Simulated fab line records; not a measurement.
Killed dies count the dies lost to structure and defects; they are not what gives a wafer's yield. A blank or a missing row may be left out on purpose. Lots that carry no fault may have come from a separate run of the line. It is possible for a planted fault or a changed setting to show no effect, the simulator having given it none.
fab line records	flow n5Finfet
record lots=7	wafers=39
route steps=1938 shown BEOL_M14@1716 PASSIVATION@1916
startH: start of the lot's first displayed wafer, in hours after the record's first day	waitH: hours since the lot's step before	" repeats the value in the row above	L1.1+2: a row that stands for several wafers	- no value, or no start was given	* or withheld: withheld	< > ~ a bound
route shown NAME@n: a module of which the file shows steps, and the number in the route of the first	usual: average and standard deviation across the fault-free wafers	same: alike in all rows	chamber/n: place in a boat	sites: readings site by site	_std_site: the values' standard deviation	_edge_site: outer sites' mean less inner sites'	radiusMm: for every site, how far away it sits from the centre of the wafer	mask NAME#n: copy n	behind: tool/chamber where the wafer was last shaped	hold: the reason the lot was held/the length of the hold in hours/how it ended	device: transistor that didn't switch, given as n, p or np	end of line: tests run on the same wafers once the route is complete	a step given without rows: its recipe and nothing more	killed: count of dies lost to structure and defects at first sort (not the wafer's yield)	map: the dies of a wafer, with x for killed, . for not killed, _ for no die there
set.NAME: the setting the step ran with; set.NAME@STEP: the setting that earlier step ran with	model.NAME: the simulator's own value behind a step, which no gauge read
one table per step and one row per wafer, for lots whose settings were changed on purpose
## steps
# step N5_BEOL_M14_ILD_DEP_00
# recipe material=SiO2	targetThkA=11193	tempC=400	precursor=TEOS/O2	pressureTorr=6.5	rfW=900	teosFlowSccm=161.4	gas=O2	flowSccm=2650	timeS=237.4
lot.wafer	tool	chamber	startH	waitH	set.targetThkA	model.SiO2_of_BEOL_M14_ILD_DEP_00.thkNm
L076.1	pecvd-02	0	255.35	0.0	11193	1106
L076.2	"	1	"	"	17240	1712
L076.3	"	2	"	"	17240	1690
L076.4	"	0	"	"	11193	1116
L076.5	"	2	"	"	17240	1722
L076.6	"	1	"	"	11193	1122
L081.1	pecvd-04	0	279.69	0.0	11193	1101
L081.2	"	2	"	"	11193	1128
L081.3	"	1	"	"	17430	1753
L081.4	"	0	"	"	11193	1121
L081.5	"	2	"	"	17430	1766
L081.6	"	1	"	"	17430	1758
L082.3	pecvd-02	1	287.63	0.0	11193	1122
L082.4	"	0	"	"	11193	1141
L082.5	"	2	"	"	11193	1145
L083.1	pecvd-01	2	303.06	0.0	11193	1106
L083.2	"	0	"	"	11193	1121
L083.3	"	1	"	"	11193	1138
L083.4	"	0	"	"	17600	1799
L083.5	"	2	"	"	17600	1794
L083.6	"	1	"	"	17600	1803
L084.1	pecvd-04	1	305.39	0.0	16270	1622
L084.2	"	2	"	"	16270	1623
L084.3	"	0	"	"	11193	1094
L084.4	"	0	"	"	11193	1110
L084.5	"	2	"	"	11193	1128
L084.6	"	1	"	"	16270	1631
L091.1	pecvd-01	0	336.21	0.0	11193	1118
L091.2	"	1	"	"	17770	1793
L091.3	"	2	"	"	17770	1778
L091.4	"	1	"	"	17770	1808
L091.5	"	0	"	"	11193	1135
L091.6	"	2	"	"	11193	1125
L090.1	pecvd-02	1	348.54	0.0	11193	1119
L090.2	"	0	"	"	11193	1098
L090.3	"	2	"	"	15850	1577
L090.4	"	0	"	"	15850	1582
L090.5	"	1	"	"	15850	1605
L090.6	"	2	"	"	11193	1133
# step N5_BEOL_M14_THK_MEAS_01
# recipe reads=SiO2_of_BEOL_M14_ILD_DEP_00
# usual M14_ILD_THK=1120/15
lot.wafer	tool	chamber	startH	waitH	set.targetThkA@BEOL_M14_ILD_DEP_00	M14_ILD_THK[nm]
L076.1	filmMetro-02	-	255.54	0.1	11193	1106
L076.2	"	-	"	"	17240	1712
L076.3	"	-	"	"	17240	1690
L076.4	"	-	"	"	11193	1116
L076.5	"	-	"	"	17240	1722
L076.6	"	-	"	"	11193	1122
L081.1	filmMetro-02	-	279.88	0.1	11193	1101
L081.2	"	-	"	"	11193	1129
L081.3	"	-	"	"	17430	1753
L081.4	"	-	"	"	11193	1120
L081.5	"	-	"	"	17430	1768
L081.6	"	-	"	"	17430	1759
L082.3	filmMetro-02	-	287.82	0.1	11193	1121
L082.4	"	-	"	"	11193	1142
L082.5	"	-	"	"	11193	1144
L083.1	filmMetro-01	-	303.25	0.1	11193	1107
L083.2	"	-	"	"	11193	1122
L083.3	"	-	"	"	11193	1137
L083.4	"	-	"	"	17600	1800
L083.5	"	-	"	"	17600	1796
L083.6	"	-	"	"	17600	1803
L084.1	filmMetro-02	-	305.58	0.1	16270	1621
L084.2	"	-	"	"	16270	1622
L084.3	"	-	"	"	11193	1094
L084.4	"	-	"	"	11193	1109
L084.5	"	-	"	"	11193	1128
L084.6	"	-	"	"	16270	1631
L091.1	filmMetro-02	-	336.40	0.1	11193	1117
L091.2	"	-	"	"	17770	1793
L091.3	"	-	"	"	17770	1777
L091.4	"	-	"	"	17770	1808
L091.5	"	-	"	"	11193	1134
L091.6	"	-	"	"	11193	1125
L090.1	filmMetro-02	-	348.74	0.1	11193	1119
L090.2	"	-	"	"	11193	1098
L090.3	"	-	"	"	15850	1577
L090.4	"	-	"	"	15850	1582
L090.5	"	-	"	"	15850	1605
L090.6	"	-	"	"	11193	1132
# step N5_BEOL_M14_COAT_58
# recipe resist=BARC	tempC=205	timeS=60	spinRpm=1500	resistThkNm=89
# step N5_BEOL_M14_COAT_04
# recipe spinRpm=1704	resistThkNm=800
# step N5_BEOL_M14_DESCUM_15
# recipe chemistry=O2	timeS=7.9	sourcePowerW=50	biasPowerW=20	pressureMtorr=20	rfFrequencyHz=2.712e+07	tempC=40	o2FlowSccm=225
# step N5_BEOL_M14_ETCH_59
# recipe chemistry=N2/H2	target=BARC	targetDepthA=890	overetchA=267	timeS=67.9	ionEnergyEv=200	pressureMtorr=30	sourceW=840	biasW=150	n2FlowSccm=200	h2FlowSccm=200
# step N5_BEOL_M14_VIA_ETCH_16
# recipe chemistry=C4F8/O2/Ar	target=SiO2	heInnerTorr=15	heOuterTorr=30	targetDepthA=12313	timeS=withheld	ionEnergyEv=800	pressureMtorr=20	sourceW=1905	biasW=2040	Ar_flow_sccm=400	C4F8_flow_sccm=16	O2_flow_sccm=12	ends=cleared
lot.wafer	tool	chamber	startH	waitH	set.targetThkA@BEOL_M14_ILD_DEP_00	model.etch.depthNm	model.coat_of_BEOL_M14_COAT_04.thkNm
L076.1	rieDiel-05	3	256.02	0.0	11193	1106	461.8
L076.2	"	2	"	"	17240	1712	304.4
L076.3	"	0	"	"	17240	1690	325.8
L076.4	"	1	"	"	11193	1116	459.4
L076.5	"	0	"	"	17240	1722	316.6
L076.6	"	3	"	"	11193	1122	455.8
L081.1	rieDiel-03	3	280.49	0.0	11193	1101	459.4
L081.2	"	2	"	"	11193	1128	451.6
L081.3	"	0	"	"	17430	1753	311.4
L081.4	"	3	"	"	11193	1121	453.4
L081.5	"	2	"	"	17430	1766	300
L081.6	"	0	"	"	17430	1758	311.4
L082.3	rieDiel-03	2	288.31	0.0	11193	1122	449
L082.4	"	0	"	"	11193	1141	453
L082.5	"	1	"	"	11193	1145	443
L083.1	rieDiel-06	2	303.73	0.0	11193	1106	455.2
L083.2	"	1	"	"	11193	1121	460
L083.3	"	0	"	"	11193	1138	446.8
L083.4	"	1	"	"	17600	1799	303.8
L083.5	"	2	"	"	17600	1794	293
L083.6	"	0	"	"	17600	1803	286.2
L084.1	rieDiel-05	2	306.19	0.0	16270	1622	327.6
L084.2	"	0	"	"	16270	1623	339
L084.3	"	3	"	"	11193	1094	464.6
L084.4	"	1	"	"	11193	1110	461.6
L084.5	"	2	"	"	11193	1128	448.4
L084.6	"	3	"	"	16270	1631	334.4
L091.1	rieDiel-06	1	337.13	0.0	11193	1118	462.2
L091.2	"	0	"	"	17770	1793	291.4
L091.3	"	2	"	"	17770	1778	295.6
L091.4	"	3	"	"	17770	1808	277.6
L091.5	"	1	"	"	11193	1135	456.2
L091.6	"	0	"	"	11193	1125	448.2
L090.1	rieDiel-05	3	349.35	0.0	11193	1119	454.4
L090.2	"	1	"	"	11193	1098	459.4
L090.3	"	2	"	"	15850	1577	335.2
L090.4	"	0	"	"	15850	1582	349.6
L090.5	"	1	"	"	15850	1605	341.2
L090.6	"	2	"	"	11193	1133	442.8
# step N5_PASSIVATION_PECVD_35
# recipe material=SiNx	targetThkA=7000	tempC=400	precursor=SiH4/NH3/N2	pressureTorr=4.9	rfW=1406	timeS=151.3
lot.wafer	tool	chamber	startH	waitH	set.timeS	model.SiNx_of_PASSIVATION_PECVD_35.thkNm
L076.1	pecvd-03	0	279.99	0.1	195.2	906.4
L076.2	"	1	"	"	195.2	897.2
L076.3	"	2	"	"	151.3	707.2
L076.4	"	1	"	"	195.2	912.2
L076.5	"	2	"	"	151.3	723.6
L076.6	"	0	"	"	151.3	715.6
L081.1	pecvd-04	0	301.08	0.1	151.3	701.2
L081.2	"	1	"	"	151.3	693.8
L081.3	"	2	"	"	151.3	712.6
L081.4	"	0	"	"	151.3	724
L081.5	"	2	"	"	151.3	713.6
L081.6	"	1	"	"	151.3	722.2
L082.3	pecvd-03	1	310.98	0.1	151.3	686
L082.4	"	1	"	"	151.3	697
L082.5	"	2	"	"	151.3	712
L084.1	pecvd-03	0	327.14	0.1	151.3	713
L084.2	"	1	"	"	151.3	693.6
L084.3	"	1	"	"	151.3	696.6
L084.4	"	0	"	"	151.3	721.4
L084.5	"	0	"	"	151.3	712.2
L084.6	"	1	"	"	151.3	700.2
L083.1	pecvd-02	1	327.49	0.1	94.46	439.4
L083.2	"	2	"	"	151.3	702.4
L083.3	"	0	"	"	151.3	701.8
L083.4	"	2	"	"	94.46	452.2
L083.5	"	0	"	"	151.3	704.8
L083.6	"	1	"	"	94.46	456.2
L091.1	pecvd-03	1	360.99	0.1	151.3	683.2
L091.2	"	2	"	"	151.3	716
L091.3	"	0	"	"	151.3	693.6
L091.4	"	0	"	"	128.2	597
L091.5	"	2	"	"	128.2	615.4
L091.6	"	1	"	"	128.2	591.8
L090.1	pecvd-03	1	368.56	0.1	76.02	346.4
L090.2	"	2	"	"	151.3	703.4
L090.3	"	0	"	"	76.02	352.8
L090.4	"	2	"	"	151.3	717.8
L090.5	"	0	"	"	151.3	713.4
L090.6	"	1	"	"	76.02	340.8
## key
split step=N5_BEOL_M14_ILD_DEP_00	setting=targetThkA	stated=11193	by=wafer
response step=N5_BEOL_M14_ILD_DEP_00	reading=model.SiO2_of_BEOL_M14_ILD_DEP_00.thkNm	change=+11.4	per=1%	r=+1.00
response step=N5_BEOL_M14_THK_MEAS_01	reading=M14_ILD_THK	change=+11.4	per=1%	r=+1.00
response step=N5_BEOL_M14_VIA_ETCH_16	reading=model.etch.depthNm	change=+11.4	per=1%	r=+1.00
response step=N5_BEOL_M14_VIA_ETCH_16	reading=model.coat_of_BEOL_M14_COAT_04.thkNm	change=-2.73	per=1%	r=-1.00
split step=N5_PASSIVATION_PECVD_35	setting=timeS	stated=151.3	by=wafer
response step=N5_PASSIVATION_PECVD_35	reading=model.SiNx_of_PASSIVATION_PECVD_35.thkNm	change=+6.99	per=1%	r=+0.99
